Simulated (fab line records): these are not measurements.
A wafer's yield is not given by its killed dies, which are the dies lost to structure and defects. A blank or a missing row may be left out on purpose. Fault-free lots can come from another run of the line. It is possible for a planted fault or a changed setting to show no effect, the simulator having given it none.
fab line records	flow nandHarc
[record] lots = 6	wafers = 18	lastDay = 33
route steps=1302 shown A_CHANNEL_FILL_D1@500 A_DECK1_JOINT@518 END@1302
lots with no fault: from the same line, run without faults
startH: hours from the record's first day to the start of the lot's first wafer shown	waitH: how many hours have passed since the lot's step before this one	" the same as in the row above	L1.1+2: several wafers, shown together as one row	- value missing, or start not given	* or withheld: withheld	< > ~ a bound
route shown NAME@n: NAME is a module with steps in the file, n the number in the route of the first one	usual: mean/standard deviation taken from wafers without a fault	same: alike in all rows	chamber/n: place in a boat	sites: per-site readings	_std_site: standard deviation of those values	_edge_site: mean of outer sites minus mean of inner sites	radiusMm: for every site, how far away it sits from the centre of the wafer	mask NAME#n: copy n	behind: the tool/chamber that last shaped the wafer	hold: why the lot was held/for how many hours/how that ended	device: which transistor (n, p or np) failed to switch	end of line: the tests these same wafers got at the end of their route	where a step has no rows: the recipe by itself	killed: the dies lost at the first sort to structure and to defects; this is not the yield of the wafer	map: a wafer's dies, marking killed ones x, the rest . and places with no die _
set.NAME: setting as actually run; set.NAME@STEP: the setting as run at that earlier step	model.NAME: the simulator's own value behind a step, which no gauge read
a table for each step, a row for each wafer; lots at some steps of the route
services: a tool's chamber out of use, with start hour (startH, from the record's first day; less than 0 if before it), hours out, and reason
[[steps]]
[step NHARC_A_CHANNEL_FILL_D1_ETCHBACK_20]
[recipe] targetDepthA = 270	timeS = 13.5	c4f8FlowSccm = withheld	o2FlowSccm = 8	arFlowSccm = withheld	rfW = 600	biasW = 1500	chemistry = C4F8/O2/Ar
[step NHARC_A_CHANNEL_FILL_D1_STRIP_28]
[recipe] timeS = 20	o2FlowSccm = 500	arFlowSccm = 0	biasW = 0	chemistry = O2
[usual] drypumpMotorCurrentA = 5.2/0.41	oesProductAu = 0.994/0.0087	rfVppV = 57.6/0.91	showerheadPlenumPTorr = 3.49/0.15	throttleValvePct = 17.037/0.0079
lot.wafer	tool	chamber	startH	waitH	drypumpMotorCurrentA	oesProductAu	rfHoursCounterH	rfVppV	showerheadPlenumPTorr	throttleValvePct
L261.1	rieDiel-09	2	208.23	0.1	4.7	0.989	2.6	58.2	3.49	17.041
L261.3	"	3	"	"	5.1	0.991	2.3	56.7	3.38	17.034
L261.2	"	0	"	"	5.8	0.992	2.7	56.3	3.43	17.038
L263.3	rieDiel-13	2	240.43	0.1	6.2	0.995	5.3	57.2	3.35	17.030
L263.5	"	0	"	"	5.8	0.987	-	57.9	3.39	17.030
L263.4	"	1	"	"	5.0	0.989	-	56.6	3.47	17.037
L276.4	rieDiel-08	1	360.46	0.1	5.1	0.999	7.4	58.9	3.79	17.034
L276.2	"	0	"	"	5.0	0.996	8.7	56.9	3.37	17.044
L276.6	"	2	"	"	4.8	1.006	-	58.0	3.59	17.042
L275.1	rieDiel-13	2	360.46	0.1	6.2	0.996	0.2	58.7	3.35	17.033
L275.2	"	0	"	"	5.7	0.992	0	58.3	3.39	17.031
L275.6	"	3	"	"	5.1	1.000	-	58.1	3.49	17.051
L283.3	rieDiel-13	3	431.93	0.1	5.1	0.995	4.1	58.3	3.49	17.040
L283.1	"	1	"	"	5.0	0.997	4.2	59.2	3.47	17.043
L283.4	"	3	"	"	5.1	0.995	-	57.5	3.49	17.026
L284.4	rieDiel-08	2	441.51	0.1	4.8	0.986	3.5	56.7	3.59	17.027
L284.1	"	0	"	"	5.0	1.010	3.0	57.8	3.37	17.035
L284.6	"	1	"	"	5.1	0.992	-	57.7	3.79	17.030
[step NHARC_A_CHANNEL_FILL_D1_PRECLEAN_21]
[recipe] timeS = 30	chemistry = dHF
[step NHARC_A_CHANNEL_FILL_D1_SRD_23]
[step NHARC_A_CHANNEL_FILL_D1_CVD_05]
[recipe] targetThkA = 50	tempC = 550	material = poly-Si
[step NHARC_A_CHANNEL_FILL_D1_ANNEAL_22]
[recipe] tempC = 620	timeS = 7200
[step NHARC_A_CHANNEL_FILL_D1_THK_MEAS_06]
[recipe] thkMeasGauge = ellipsometry
[usual] thkNm = 5.0/0.93
lot.wafer	tool	chamber	startH	waitH	thkNm
L261.1	filmMetro-02	-	220.15	0.4	4.5
L261.2	"	-	"	"	6.0
L261.3	"	-	"	"	6.3
L263.3	filmMetro-01	-	252.07	0.4	5.0
L263.4	"	-	"	"	3.9
L263.5	"	-	"	"	5.2
L276.2	filmMetro-01	-	372.49	0.4	4.3
L276.4	"	-	"	"	3.4
L276.6	"	-	"	"	5.5
L275.1	filmMetro-01	-	372.50	0.4	3.1
L275.2	"	-	"	"	4.6
L275.6	"	-	"	"	5.4
L283.1	filmMetro-02	-	445.24	0.4	3.8
L283.3	"	-	"	"	6.0
L283.4	"	-	"	"	4.9
L284.1	filmMetro-02	-	453.22	0.4	5.8
L284.4	"	-	"	"	4.5
L284.6	"	-	"	"	5.9
[step NHARC_A_CHANNEL_FILL_D1_ALD_25]
[recipe] targetThkA = 600	pulseTimeS = 10	aldCycles = 600	tempC = 300	material = SiOx
[step NHARC_A_CHANNEL_FILL_D1_ETCHBACK_08]
[recipe] targetDepthA = 2200	timeS = 110	c4f8FlowSccm = 20	arFlowSccm = withheld	rfW = 600	biasW = 300	chemistry = C4F8
[step NHARC_A_CHANNEL_FILL_D1_STRIP_29]
[recipe] timeS = 20	o2FlowSccm = 500	arFlowSccm = 0	biasW = 0	chemistry = O2
[step NHARC_A_CHANNEL_FILL_D1_PRECLEAN_30]
[recipe] timeS = 30	chemistry = dHF
[step NHARC_A_CHANNEL_FILL_D1_SRD_31]
[step NHARC_A_CHANNEL_FILL_D1_CVD_09]
[recipe] targetThkA = 1500	tempC = 620	pressureMtorr = 200	timeS = 3000	material = poly-Si
[usual] zonePowerLowerPct = 9.0/0.34
lot.wafer	tool	chamber	startH	waitH	zonePowerLowerPct
L261.1	lpcvdPoly-01	0	228.41	2.4	9.4
L261.2	"	0	"	"	9.6
L261.3	"	0	"	"	9.4
L263.3	lpcvdPoly-03	0	260.13	2.1	8.7
L263.4	"	0	"	"	8.7
L263.5	"	0	"	"	8.7
L275.1	lpcvdPoly-02	0	380.65	2.3	8.9
L275.2	"	0	"	"	9.0
L275.6	"	0	"	"	8.9
L276.2	lpcvdPoly-02	0	380.65	2.3	8.8
L276.4	"	0	"	"	8.8
L276.6	"	0	"	"	9.0
L283.1	lpcvdPoly-02	0	454.97	3.9	8.9
L283.3	"	0	"	"	8.8
L283.4	"	0	"	"	9.0
L284.1	lpcvdPoly-03	0	461.35	2.3	8.8
L284.4	"	0	"	"	8.8
L284.6	"	0	"	"	8.8
[step NHARC_A_CHANNEL_FILL_D1_CMP_10]
[recipe] targetThkNm = 150
[step NHARC_A_CHANNEL_FILL_D1_SRD_12]
[step NHARC_A_DECK1_JOINT_ETCHBACK_07]
[recipe] targetDepthA = 1050	timeS = 26.9	hbrFlowSccm = 150	rfW = 350	icpW = 350	biasW = 60	chemistry = HBr
[usual] drypumpMotorCurrentA = 5.7/0.56	oesProductAu = 1.001/0.0091	throttleValvePct = 23.267/0.0088
lot.wafer	tool	chamber	startH	waitH	drypumpMotorCurrentA	oesProductAu	rfHoursCounterH	throttleValvePct
L261.1	rieSi-06	2	232.12	0.1	4.8	0.991	1.01	23.266
L261.3	"	3	"	"	5.6	0.986	1.00	23.266
L261.2	"	0	"	"	5.0	0.992	0.93	23.285
L263.4	rieSi-01	3	263.81	0.1	5.6	1.011	0.45	23.260
L263.3	"	0	"	"	6.4	1.011	0.42	23.269
L263.5	"	1	"	"	6.4	1.015	-	23.271
L276.2	rieSi-06	1	384.34	0.1	5.4	1.004	0.77	23.253
L276.4	"	2	"	"	4.8	0.996	0.91	23.277
L276.6	"	1	"	"	5.4	0.999	-	23.268
L275.1	rieSi-05	3	384.35	0.1	6.3	0.995	0.43	23.275
L275.2	"	1	"	"	5.0	1.010	0.37	23.272
L275.6	"	3	"	"	6.3	0.995	-	23.265
L283.4	rieSi-06	1	458.63	0.1	5.4	1.015	0.10	23.277
L283.3	"	3	"	"	5.6	1.019	0.08	23.270
L283.1	"	0	"	"	5.0	0.994	0.06	23.263
L284.4	rieSi-06	0	465.00	0.1	5.0	0.983	0.08	23.273
L284.1	"	1	"	"	5.4	1.008	0.15	23.269
L284.6	"	0	"	"	5.0	0.982	-	23.258
[step NHARC_A_DECK1_JOINT_ETCH_25]
[recipe] targetDepthA = 5	chemistry = dHF	material = SiO2
[step NHARC_A_DECK1_JOINT_ETCH_19]
[recipe] tempC = 25	targetDepthA = 30	chemistry = TMAH	material = poly-Si
[step NHARC_A_DECK1_JOINT_ETCH_18]
[recipe] targetDepthA = 30	chemistry = dHF	material = SiO2
[step NHARC_A_DECK1_JOINT_WET_08]
[recipe] tempC = 160	timeS = 86	chemistry = H3PO4
[step NHARC_A_DECK1_JOINT_ETCH_09]
[recipe] targetDepthA = 50	chemistry = dHF	material = SiO2
[step NHARC_A_DECK1_JOINT_WET_10]
[recipe] tempC = 160	timeS = 86	chemistry = H3PO4
[step NHARC_A_DECK1_JOINT_ETCH_11]
[recipe] targetDepthA = 350	chemistry = dHF	material = SiO2
[step NHARC_A_DECK1_JOINT_CVD_12]
[recipe] targetThkA = 900	tempC = 620	pressureMtorr = 200	timeS = 1800	material = poly-Si
[step NHARC_A_DECK1_JOINT_CMP_13]
[recipe] targetThkNm = 51.023
[usual] motorCurrentA = 12.3/1.1	padLifeWafers = 180/95	retainingRingPressureFrac = 1.001/0.005	timeToEndpointS = 8.6/1.8
lot.wafer	tool	chamber	startH	waitH	motorCurrentA	padLifeWafers	retainingRingPressureFrac	timeToEndpointS
L261.1	cmp-03	1	242.50	0.4	12.0	313	1.014	10.6
L261.2	"	2	"	"	14.1	314	0.997	5.0
L261.3	"	3	"	"	12.5	315	1.004	5.5
L263.3	cmp-02	1	274.08	0.4	13.5	174	1.006	9.7
L263.4	"	3	"	"	10.3	176	0.998	9.8
L263.5	"	2	"	"	14.0	-	1.000	6.6
L275.2	cmp-02	2	394.66	0.4	13.3	210	1.002	9.3
L275.1	"	3	"	"	10.2	211	1.006	8.6
L275.6	"	2	"	"	14.4	-	0.998	9.0
L276.4	cmp-03	1	394.68	0.4	11.9	139	0.992	12.3
L276.2	"	2	"	"	14.8	140	0.998	6.0
L276.6	"	0	"	"	11.9	-	0.993	11.6
L283.1	cmp-03	1	468.78	0.4	12.1	31	0.992	9.5
L283.4	"	2	"	"	15.6	32	1.001	3.8
L283.3	"	3	"	"	12.9	33	0.995	6.6
L284.4	cmp-01	2	475.32	0.4	12.4	318	1.002	11.1
L284.1	"	0	"	"	11.9	320	0.998	9.5
L284.6	"	3	"	"	13.3	-	0.999	12.1
[step NHARC_A_DECK1_JOINT_THK_MEAS_14]
[recipe] thkMeasGauge = ellipsometry
[usual] thkNm = 51.1/1.4
lot.wafer	tool	chamber	startH	waitH	thkNm
L261.1	filmMetro-02	-	242.73	0.2	51.4
L261.2	"	-	"	"	49.8
L261.3	"	-	"	"	49.0
L263.3	filmMetro-01	-	274.34	0.2	49.7
L263.4	"	-	"	"	53.0
L263.5	"	-	"	"	50.1
L275.1	filmMetro-02	-	394.91	0.2	49.4
L275.2	"	-	"	"	50.8
L275.6	"	-	"	"	48.9
L276.2	filmMetro-01	-	394.92	0.2	49.8
L276.4	"	-	"	"	51.4
L276.6	"	-	"	"	52.2
L283.1	filmMetro-01	-	469.01	0.2	50.9
L283.3	"	-	"	"	51.3
L283.4	"	-	"	"	49.7
L284.1	filmMetro-02	-	475.58	0.2	52.7
L284.4	"	-	"	"	53.1
L284.6	"	-	"	"	52.6
[step NHARC_A_DECK1_JOINT_SRD_04]
[step NHARC_A_DECK1_JOINT_ETCHBACK_00]
[recipe] targetDepthA = 300	timeS = 17.4	hbrFlowSccm = 150	rfW = 350	icpW = 350	biasW = 60	chemistry = HBr
[usual] drypumpMotorCurrentA = 5.6/0.56	oesProductAu = 0.999/0.0079	throttleValvePct = 23.265/0.009
lot.wafer	tool	chamber	startH	waitH	drypumpMotorCurrentA	oesProductAu	rfHoursCounterH	throttleValvePct
L261.3	rieSi-06	1	242.87	0.1	5.4	1.019	0.9	23.275
L261.1	"	2	"	"	4.8	1.007	1.1	23.268
L261.2	"	3	"	"	5.6	0.994	1.1	23.265
L263.4	rieSi-05	0	274.47	0.1	5.5	1.004	0.8	23.287
L263.3	"	1	"	"	4.9	0.994	0.9	23.275
L263.5	"	0	"	"	5.5	1.003	-	23.260
L275.2	rieSi-05	0	395.04	0.1	5.5	0.987	0.5	23.272
L275.1	"	3	"	"	6.3	1.003	0.5	23.260
L275.6	"	1	"	"	5.0	1.010	-	23.255
L276.2	rieSi-06	3	395.04	0.1	5.6	0.992	1.0	23.253
L276.4	"	0	"	"	5.0	0.995	0.9	23.249
L276.6	"	3	"	"	5.6	0.994	-	23.265
L283.1	rieSi-06	0	469.14	0.1	5.0	0.989	0.1	23.272
L283.3	"	2	"	"	4.8	0.994	0.2	23.264
L283.4	"	3	"	"	5.6	0.995	0.1	23.266
L284.4	rieSi-01	3	475.71	0.1	5.6	1.000	0.6	23.264
L284.1	"	0	"	"	6.4	0.994	0.5	23.261
L284.6	"	3	"	"	5.5	1.002	-	23.273
[step NHARC_A_DECK1_JOINT_PRECLEAN_30]
[recipe] timeS = *	tempC = 50	bathAgeMin = 0	chemistry = SC1
[step NHARC_A_DECK1_JOINT_SRD_31]
[step NHARC_A_DECK1_JOINT_CVD_34]
[recipe] targetThkA = 200	tempC = 700	pressureMtorr = 300	material = SiNx
[step NHARC_A_DECK1_JOINT_DEP_06]
[recipe] targetThkA = 800	tempC = 65	material = SiOx
[step NHARC_A_DECK1_JOINT_CURE_26]
[recipe] tempC = 150	timeS = 32	pressureAtm = 0.395
[step NHARC_A_DECK1_JOINT_ANNEAL_27]
[recipe] tempC = 400	timeS = 3600	idleTempC = 300	rampUpCPerMin = 10	densificationPH2oTorr = 640
[step NHARC_A_DECK1_JOINT_ANNEAL_28]
[recipe] tempC = 500	timeS = 1800	idleTempC = 400	rampUpCPerMin = 10	densificationPH2oTorr = 640
[step NHARC_A_DECK1_JOINT_ANNEAL_29]
[recipe] tempC = 750	timeS = 1800	idleTempC = 500	rampUpCPerMin = 10	rampDownCPerMin = 3
[step NHARC_A_DECK1_JOINT_CMP_02]
[recipe] material = SiOx
[usual] motorCurrentA = 12.5/1.1	padLifeWafers = 188/84	retainingRingPressureFrac = 1.001/0.0048
lot.wafer	tool	chamber	startH	waitH	motorCurrentA	padLifeWafers	retainingRingPressureFrac
L261.3	cmp-01	2	267.40	0.4	13.1	252	1.002
L261.1	"	3	"	"	13.5	253	1.008
L261.2	"	0	"	"	12.4	254	0.995
L263.4	cmp-02	0	300.24	0.5	12.3	277	0.994
L263.3	"	2	"	"	14.1	279	0.999
L263.5	"	3	"	"	10.7	-	1.004
L275.1	cmp-03	2	419.47	0.4	14.3	224	0.991
L275.2	"	3	"	"	13.1	225	1.002
L275.6	"	0	"	"	11.4	-	1.002
L276.2	cmp-03	1	419.62	0.6	11.4	230	0.998
L276.4	"	2	"	"	14.7	231	1.001
L276.6	"	0	"	"	11.6	-	0.998
L283.1	cmp-03	1	497.80	0.4	11.8	157	1.003
L283.3	"	2	"	"	15.9	158	1.004
L283.4	"	3	"	"	12.4	159	1.009
L284.1	cmp-01	0	497.80	0.4	12.7	49	0.999
L284.4	"	2	"	"	12.3	51	1.002
L284.6	"	0	"	"	13.3	-	1.000
[step NHARC_A_DECK1_JOINT_SRD_15]
[step NHARC_END_SORT_01]
[recipe] tempC = 25
[usual] killedAtArray = 54/21	killedAtOther = 1.0/1.2	killedAtPeriphery = 3.6/2.6	killedDies = 58/20	killedOpen = 3.3/1.9	killedShort = 2.6/1.5
[same] grossDies = 677
lot.wafer	tool	chamber	startH	waitH	killedAtArray	killedAtOther	killedAtPeriphery	killedDies	killedOpen	killedShort
L261.1	prober-01	0	572.35	2.5	46	4	1	51	2	1
L261.2	prober-01	0	573.15	2.8	40	4	0	44	1	4
L261.3	prober-01	0	573.96	3.1	45	3	4	52	6	4
L263.3	prober-01	0	588.59	3.1	18	0	2	20	3	2
L263.4	prober-01	0	589.38	3.4	21	0	2	23	4	1
L263.5	prober-01	0	590.17	3.7	23	0	3	26	2	3
L276.2	prober-02	0	722.82	2.8	147	1	4	152	6	1
L276.4	prober-02	0	724.44	3.4	139	0	3	142	5	4
L276.6	prober-02	0	726.06	4.1	137	2	3	142	0	2
L275.1	prober-01	0	729.03	2.5	157	0	2	159	2	1
L275.2	prober-01	0	729.82	2.8	162	0	8	170	3	4
L275.6	prober-01	0	732.99	4.0	145	1	1	147	1	3
L283.1	prober-01	0	788.25	2.5	36	0	6	42	0	2
L283.3	prober-01	0	789.82	3.1	28	2	2	32	3	2
L283.4	prober-01	0	790.60	3.4	36	0	3	39	2	3
L284.1	prober-02	0	788.25	2.5	56	0	5	61	1	5
L284.4	prober-02	0	790.67	3.4	57	1	1	59	3	1
L284.6	prober-02	0	792.28	4.0	77	1	4	82	2	4
// killed by level:class
L261.1 A_CHANNEL_HOLE_D2:chamberFilmFlake=36 THIN_TSV:chamberFilmFlake=4 A_CHANNEL_HOLE_D1:chamberFilmFlake=2 A_STAIRCASE:chamberFilmFlake=2 A_CONTACT:chamberFilmFlake=2 A_CHANNEL_HOLE_D2:geometricParticle:open=1 A_WL_FILL:geometricParticle:short=1 A_WL_FILL:geometricParticle:open=1
L261.2 A_CHANNEL_HOLE_D2:chamberFilmFlake=31 THIN_TSV:chamberFilmFlake=4 A_STAIRCASE:chamberFilmFlake=3 A_CHANNEL_FILL_D1:geometricParticle:short=1 A_ONON_D2:geometricParticle:short=1 A_CHANNEL_FILL_D2:geometricParticle:open=1 A_CHANNEL_FILL_D2:geometricParticle:short=1 A_CONTACT:geometricParticle:short=1
L261.3 A_CHANNEL_HOLE_D2:chamberFilmFlake=33 A_ZERO_WELL:chamberFilmFlake=4 THIN_TSV:chamberFilmFlake=3 P_M1:geometricParticle:open=2 A_CHANNEL_FILL_D2:geometricParticle:short=2 P_CONTACT:geometricParticle:open=1 P_M0:geometricParticle:open=1 A_ONON_D1:geometricParticle:open=1
L263.3 A_CHANNEL_HOLE_D2:chamberFilmFlake=7 A_M0:geometricParticle:open=2 A_STAIRCASE:chamberFilmFlake=2 A_CONTACT:chamberFilmFlake=2 A_CHANNEL_FILL_D1:geometricParticle:open=1 A_CHANNEL_FILL_D1:geometricParticle:short=1 A_ONON_D2:geometricParticle:short=1 P_ZERO_WELL:chamberFilmFlake=1
L263.4 A_CHANNEL_HOLE_D2:chamberFilmFlake=6 A_CONTACT:chamberFilmFlake=5 A_ONON_D2:geometricParticle:open=2 A_CHANNEL_HOLE_D1:chamberFilmFlake=2 A_CHANNEL_FILL_D2:geometricParticle:short=1 A_CONTACT:geometricParticle:open=1 A_M0:geometricParticle:open=1 P_ZERO_WELL:chamberFilmFlake=1
L263.5 A_CHANNEL_HOLE_D2:chamberFilmFlake=5 A_CONTACT:chamberFilmFlake=5 A_CHANNEL_HOLE_D1:chamberFilmFlake=3 A_M1:chamberFilmFlake=2 A_ONON_D1:geometricParticle:short=1 A_CHANNEL_HOLE_D1:geometricParticle:short=1 A_ONON_D2:geometricParticle:short=1 A_CHANNEL_FILL_D2:geometricParticle:open=1
L276.2 A_CHANNEL_FILL_D1:unspecified=82 A_SLIT:chamberFilmFlake=35 A_CHANNEL_HOLE_D2:chamberFilmFlake=15 A_BLC:chamberFilmFlake=4 A_M0:geometricParticle:open=2 A_ZERO_WELL:chamberFilmFlake=2 A_CONTACT:chamberFilmFlake=2 P_CONTACT:geometricParticle:open=1
L276.4 A_CHANNEL_FILL_D1:unspecified=81 A_SLIT:chamberFilmFlake=20 A_CHANNEL_HOLE_D2:chamberFilmFlake=13 A_CHANNEL_HOLE_D1:chamberFilmFlake=7 A_CONTACT:chamberFilmFlake=4 A_BLC:chamberFilmFlake=3 A_WL_FILL:chamberFilmFlake=3 A_ONON_D2:geometricParticle:open=2
L276.6 A_CHANNEL_FILL_D1:unspecified=86 A_SLIT:chamberFilmFlake=19 A_CHANNEL_HOLE_D2:chamberFilmFlake=15 A_CHANNEL_HOLE_D1:chamberFilmFlake=8 A_CONTACT:chamberFilmFlake=4 A_WL_FILL:chamberFilmFlake=2 A_BLC:chamberFilmFlake=2 THIN_TSV:chamberFilmFlake=2
L275.1 A_CHANNEL_FILL_D1:unspecified=91 A_CHANNEL_HOLE_D1:chamberFilmFlake=29 A_SLIT:chamberFilmFlake=25 A_CONTACT:chamberFilmFlake=5 A_CHANNEL_HOLE_D2:chamberFilmFlake=3 A_ONON_D1:geometricParticle:open=1 A_CHANNEL_FILL_D1:geometricParticle:open=1 A_CHANNEL_FILL_D2:geometricParticle:short=1
L275.2 A_CHANNEL_FILL_D1:unspecified=85 A_CHANNEL_HOLE_D1:chamberFilmFlake=32 A_SLIT:chamberFilmFlake=20 A_CHANNEL_HOLE_D2:chamberFilmFlake=6 A_CONTACT:chamberFilmFlake=6 P_BONDPAD:chamberFilmFlake=5 A_CHANNEL_FILL_D1:chamberFilmFlake=4 A_CHANNEL_FILL_D1:geometricParticle:short=2
L275.6 A_CHANNEL_FILL_D1:unspecified=88 A_CHANNEL_HOLE_D1:chamberFilmFlake=24 A_SLIT:chamberFilmFlake=17 A_CONTACT:chamberFilmFlake=5 A_CHANNEL_HOLE_D2:chamberFilmFlake=4 A_CHANNEL_FILL_D1:chamberFilmFlake=3 A_CHANNEL_FILL_D2:geometricParticle:short=2 P_CONTACT:geometricParticle:short=1
L283.1 A_CHANNEL_HOLE_D1:chamberFilmFlake=20 A_SLIT:chamberFilmFlake=5 P_ZERO_WELL:chamberFilmFlake=3 A_CONTACT:chamberFilmFlake=3 A_STAIRCASE:chamberFilmFlake=3 P_GATE:chamberFilmFlake=2 A_DECK1_JOINT:chamberFilmFlake=2 A_ONON_D2:geometricParticle:short=1
L284.1 A_CHANNEL_HOLE_D1:chamberFilmFlake=19 A_SLIT:chamberFilmFlake=12 A_CHANNEL_HOLE_D2:chamberFilmFlake=10 A_CONTACT:chamberFilmFlake=8 P_GATE:geometricParticle:short=2 A_DECK1_JOINT:chamberFilmFlake=2 A_CHANNEL_FILL_D1:geometricParticle:short=1 A_CHANNEL_FILL_D1:geometricParticle:open=1
L283.3 A_CHANNEL_HOLE_D1:chamberFilmFlake=11 A_CONTACT:chamberFilmFlake=6 A_SLIT:chamberFilmFlake=5 P_M1:geometricParticle:open=1 A_CHANNEL_HOLE_D1:geometricParticle:short=1 A_CHANNEL_FILL_D1:geometricParticle:open=1 A_WL_FILL:geometricParticle:short=1 P_ZERO_WELL:chamberFilmFlake=1
L283.4 A_CHANNEL_HOLE_D1:chamberFilmFlake=15 A_SLIT:chamberFilmFlake=9 A_DECK1_JOINT:chamberFilmFlake=3 P_GATE:chamberFilmFlake=2 A_CONTACT:chamberFilmFlake=2 P_CONTACT:geometricParticle:open=1 A_DECK1_JOINT:geometricParticle:open=1 A_ONON_D2:geometricParticle:short=1
L284.4 A_CHANNEL_HOLE_D2:chamberFilmFlake=20 A_CHANNEL_HOLE_D1:chamberFilmFlake=15 A_SLIT:chamberFilmFlake=10 A_CONTACT:chamberFilmFlake=6 A_DECK1_JOINT:geometricParticle:open=2 A_ONON_D1:geometricParticle:open=1 A_CHANNEL_FILL_D2:geometricParticle:short=1 P_ZERO_WELL:chamberFilmFlake=1
L284.6 A_CHANNEL_HOLE_D2:chamberFilmFlake=25 A_SLIT:chamberFilmFlake=20 A_CHANNEL_HOLE_D1:chamberFilmFlake=13 A_CONTACT:chamberFilmFlake=13 A_ONON_D1:geometricParticle:short=2 P_M1:chamberFilmFlake=2 A_STAIRCASE:chamberFilmFlake=2 P_GATE:geometricParticle:open=1
// map L275.2 (x killed, . not)
____________.____________
_________.x....._________
_______......x...._______
______..........x..______
_____........x.x.x.x_____
____........xxxx.x...____
____.......xxxxxx.x..____
___.x..x....xxxxx.....___
___........xxxxxxxxxx.___
__........xxxxxxxxx....__
__.........xxxxxxx.x...__
_....x.....xxxxxxxxx...._
_..........xxxxxxxx....._
_..........xxxxxxx......_
_.x.x......xxxxxxxx....._
_...........xxxxxxx....._
............xxxxxx.......
............x........x...
...............x.........
....x....................
...x...................x.
_.....x................._
_x......xx.............._
_x.x.................x.._
_x.x....xxx.x..........._
_x.xx......x............_
__.xxx.xxxxx...........__
__xxxxxxxxx.x..........__
___xx..xx.xxx.........___
___xx..xx.xxx.........___
____x..xxx.x..x......____
____.......x.........____
_____..x.x..x......._____
______.....xx.x....______
_______.......x..._______
_________......._________
____________.____________
// map L276.2 (x killed, . not)
____________.____________
_________......._________
_______.........x._______
______........xx...______
_____.xx......x....._____
____xx.xx....x...x...____
____xxxx....xx.xxx.x.____
___xxxxxxx.xxxxxxx....___
___.xxxxx..xxxxxxxx...___
__..xxxx..xxxxxxx.x....__
__x.x.xxx...xxxxxxxx...__
_...x.x...xxxxxxxxx....._
_x....x...xxxxxxxxx....._
_.x..x.....xxxxxxxx....._
_......x...xxxxxxx.x...._
_..........x.xxxx......._
............x.xx.........
.............x...........
.........................
.........................
.........................
_xx.....x..............._
_x......................_
_xxx...................._
_xxx...............x...._
_xxx..x.x..........x...._
__xx.......x...........__
__.xx..................__
___x..................___
___xx.................___
____.................____
____.....x...........____
_____.x............._____
______.............______
_______.....x....._______
_________......._________
____________.____________
[[services]]
tool	chamber	startH	hours	kind
cmp-01	-	185.50	4.0	pm
rieDiel-13	0	205.88	2.7	repair
lpcvdPoly-02	-	207.05	26.0	pm
rieDiel-13	3	212.98	2.3	repair
cmp-01	-	226.40	0.6	repair
cmp-02	-	232.61	4.0	pm
rieDiel-13	3	236.75	9.1	repair
cmp-01	-	240.47	2.1	repair
rieSi-06	-	249.00	9.0	pm
cmp-01	-	259.44	0.5	repair
cmp-03	-	260.07	4.0	pm
cmp-03	-	271.92	4.3	repair
rieSi-05	3	279.82	2.6	repair
cmp-01	-	283.50	4.0	pm
rieSi-05	2	283.80	1.6	repair
cmp-03	-	291.00	0.6	repair
rieSi-05	-	305.00	9.0	pm
cmp-03	-	356.92	1.2	repair
cmp-03	-	364.67	3.4	repair
cmp-03	-	380.94	0.5	repair
cmp-03	-	408.55	2.6	repair
rieSi-06	-	426.00	9.0	pm
cmp-03	-	442.18	0.3	repair
cmp-03	-	456.10	4.0	pm
[[key]]
[firstSign] step = NHARC_END_SORT_01	reading = killedDies	direction = up	sigmas = 4.6	usual = 58	struck = 152
[effect] step = NHARC_END_SORT_01	reading = killedAtArray	direction = up	sigmas = 4.6	usual = 54	struck = 148
[moreKillsBornAt] NHARC_A_CHANNEL_FILL_D1_CVD_09@lpcvdPoly-02 = 513
metAt NHARC_A_CHANNEL_FILL_D1_CVD_09
struckWafers L275.1,L275.2,L275.6,L276.2,L276.4,L276.6
testerLeftOut L275,L276
[fault] kind = chamberParticleSource	tool = lpcvdPoly-02	chamber = -	onsetH = 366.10	steps = NHARC_A_CHANNEL_FILL_D1_CVD_09	ratePerVisitCm2 = 0.92056	endH = 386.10
// testerLeftOut: of these lots the tester's yield and bins aren't shown, on N5 and GAA mostly nor the transistor test; their killed dies are dies lost to structure and defects alone, not to doping, threshold or leakage, so they don't give the yield
